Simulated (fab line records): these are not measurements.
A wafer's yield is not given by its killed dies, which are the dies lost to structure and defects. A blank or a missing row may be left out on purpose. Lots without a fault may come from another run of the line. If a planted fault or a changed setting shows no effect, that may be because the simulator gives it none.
Struck lot and sound lot, side by side ; flow nand harc ; 15 out of 1302 route steps
Sound: wafers L429.3, L429.4, L429.6. Struck: wafers L443.2, L443.4. (L443.5 of the same lot was not struck and is left out.) The cause comes at the end.
Per side, at each step with rows, come the tool, then ch with its chambers, and then its first start. Under that, the readings that differ: sound wafers ; struck wafers ; difference of the means ; sigmas: that difference in standard deviations of wafers without a fault.
alike: a reading whose means differ by less than 2 such deviations, as well as words and numbers matching on both sides. not compared: withheld readings; readings where some wafer has no value; bounds like >300 that might hide an equal value; numbers whose values overlap and for which the record gives no deviation.
The two part at a step that has a row with sigmas, a row that says differs or no value, or rows on one side only. Non-overlapping numbers with no deviation appear without sigmas and do not part them. A reading that every wafer of one side lacks parts them only if that side has two wafers or more.

first, 8 steps without rows for these wafers: NHARC_THIN_TSV_DEHYDRATE_25 (time 120 s); NHARC_THIN_TSV_HMDS_26 (time 30 s); NHARC_THIN_TSV_COAT_27; NHARC_THIN_TSV_SOFTBAKE_28 (time 95 s); NHARC_THIN_TSV_EBR_29; NHARC_THIN_TSV_EXPOSE_30 (exposes mask PAD); NHARC_THIN_TSV_PEB_31 (peb time 85 s); NHARC_THIN_TSV_DEVELOP_32 (time 70 s).
NHARC_THIN_TSV_CD_MEAS_33: the cd target is 5000 nm.
  sound on cd sem-02 ch 0, day 25 13:58; struck on cd sem-03 ch 0, day 30 16:21
reading;sound;struck;difference;sigmas
cd nm (nm);5003.0 5002.8 5002.2;4999.5 4998.8;-3.5;-2
then, 1 step without rows for these wafers: NHARC_THIN_TSV_HARDBAKE_34 (time 80 s).
NHARC_THIN_TSV_DESCUM_35: chemistry O2, time 3 s.
  sound on rie diel-10 ch 2,3, day 25 14:08; struck on rie diel-10 ch 0,1, day 30 16:31
  alike: drypump motor current A, oes product au, rf vpp V, showerhead plenum p Torr, throttle valve pct
  not compared: rf hours counter h
NHARC_THIN_TSV_ETCH_59: etches the open film in Cl2/BCl3, target depth 880 nm, time 138.1 s.
  sound on rie metal-03 ch 0,1, day 25 14:20; struck on rie metal-03 ch 0,1, day 30 16:38
  alike: drypump motor current A, oes product au, run length s, throttle valve pct
  not compared: rf hours counter h
NHARC_THIN_TSV_ETCH_36: etches the open film in Cl2/BCl3, target depth 65 nm, time 18.571 s.
  sound on rie metal-03 ch 0,1, day 25 14:31; struck on rie metal-03 ch 0,1, day 30 16:55
reading;sound;struck;difference;sigmas
run length s (s);39.8 39.8 39.9;35.2 34.6;-4.9;-13
  alike: drypump motor current A, oes product au
  not compared: rf hours counter h
NHARC_THIN_TSV_STRIP_56: strips in O2.
  sound on plasma asher-01 ch 0,1, day 25 14:46; struck on plasma asher-01 ch 0,1, day 30 17:00
  alike: drypump motor current A, heater power w
  not compared: rf hours counter h
NHARC_END_SORT_01:
  sound on prober-01 ch 0, day 26 00:43; struck on prober-02 ch 0, day 31 07:20
  alike: defect limited yield, killed at array, killed at other, killed at periphery, killed dies, killed open, killed short

== WHERE THEY PART ==
At NHARC_THIN_TSV_CD_MEAS_33 first; at NHARC_THIN_TSV_ETCH_36 last (within this record only). Later steps at which nothing parts them and some readings are alike: NHARC_THIN_TSV_STRIP_56, NHARC_END_SORT_01.

WHY: what the simulator had put in
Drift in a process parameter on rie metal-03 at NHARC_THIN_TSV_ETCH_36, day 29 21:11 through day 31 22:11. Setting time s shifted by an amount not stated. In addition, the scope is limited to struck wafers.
